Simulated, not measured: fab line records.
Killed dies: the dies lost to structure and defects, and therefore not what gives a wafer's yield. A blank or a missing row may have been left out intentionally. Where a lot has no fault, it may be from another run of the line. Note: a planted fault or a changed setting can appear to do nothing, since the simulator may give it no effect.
A single fault, viewed from 2 desks | flow nandHarc | only its own numbers are on each desk; what lay behind them is given at the end

== THE TOOL OWNER'S DESK: pecvdOnon-04 ==
The tool's own readings at NHARC_A_ONON_D2_DEP_25 (target thk 1000 nm): means of the sampled wafers that have a number, for each lot that ran on this tool. A lot is out of limits, marked OUT, if its mean lies more than 4 standard deviations from the usual mean; the brackets give that distance.
Columns: A = n2oFlowSccm at NHARC_A_ONON_D2_DEP_25, usual 1999 sccm
lot  | first seen here | A
L927 | day 13 04:22    | 1997
L928 | day 13 10:37    | 2002
L930 | day 14 13:45    | 2002
L931 | day 15 02:59    | 2000
L934 | day 16 13:13    | 2002
L942 | day 19 12:37    | 1991
L943 | day 19 20:21    | 1999
L944 | day 20 03:01    | 2002
L948 | day 22 14:41    | 2006
Finding of this desk: none of the 9 lots has anything out of limits.

== FROM THE METROLOGY DESK ==
Means of the sampled wafers that have a number, per lot and without regard to the tool the lot ran on: this is what the gauges read. A lot is out of limits, marked OUT, if its mean lies more than 4 standard deviations from the usual mean; the brackets give that distance.
Columns: A = thkNm at NHARC_A_ONON_D2_THK_MEAS_27, usual 999 nm
lot  | first seen here | A
L927 | day 13 04:49    | 1003
L928 | day 13 10:59    | 996
L930 | day 14 14:16    | 1003
L931 | day 15 03:30    | 905 (-12) OUT
L933 | day 15 18:37    | 993
L934 | day 16 13:43    | 916 (-10) OUT
L941 | day 19 12:56    | 1010
L942 | day 19 13:04    | 1000
L943 | day 19 20:41    | 995
L944 | day 20 03:28    | 991
L945 | day 20 10:16    | 1008
L946 | day 21 21:02    | 992
L947 | day 21 21:16    | 1008
L948 | day 22 15:08    | 998
This desk's finding: out of limits on L931, L934; first on L931, day 15 03:30 (thkNm at NHARC_A_ONON_D2_THK_MEAS_27). Within limits: L927, L928, L930, L933, L941, L942, L943, L944, L945, L946, L947, L948.

== ALL TOGETHER ==
At day 15 03:30 the metrology desk could have sounded an alarm, on L931, L934.
The desk of the tool owner found nothing out of limits.
The tool owner's desk has L931, L934 on record, within its limits.
Of the lots named, all ran NHARC_A_ONON_D2_DEP_25 on pecvdOnon-04.

== WHAT WAS PUT IN BY THE SIMULATOR ==
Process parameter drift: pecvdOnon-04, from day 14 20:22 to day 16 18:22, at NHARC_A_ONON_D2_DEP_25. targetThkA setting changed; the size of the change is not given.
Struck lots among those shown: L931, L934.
Per desk, hours elapsed from the start of the fault to the first reading out of limits: for the metrology desk, 7.
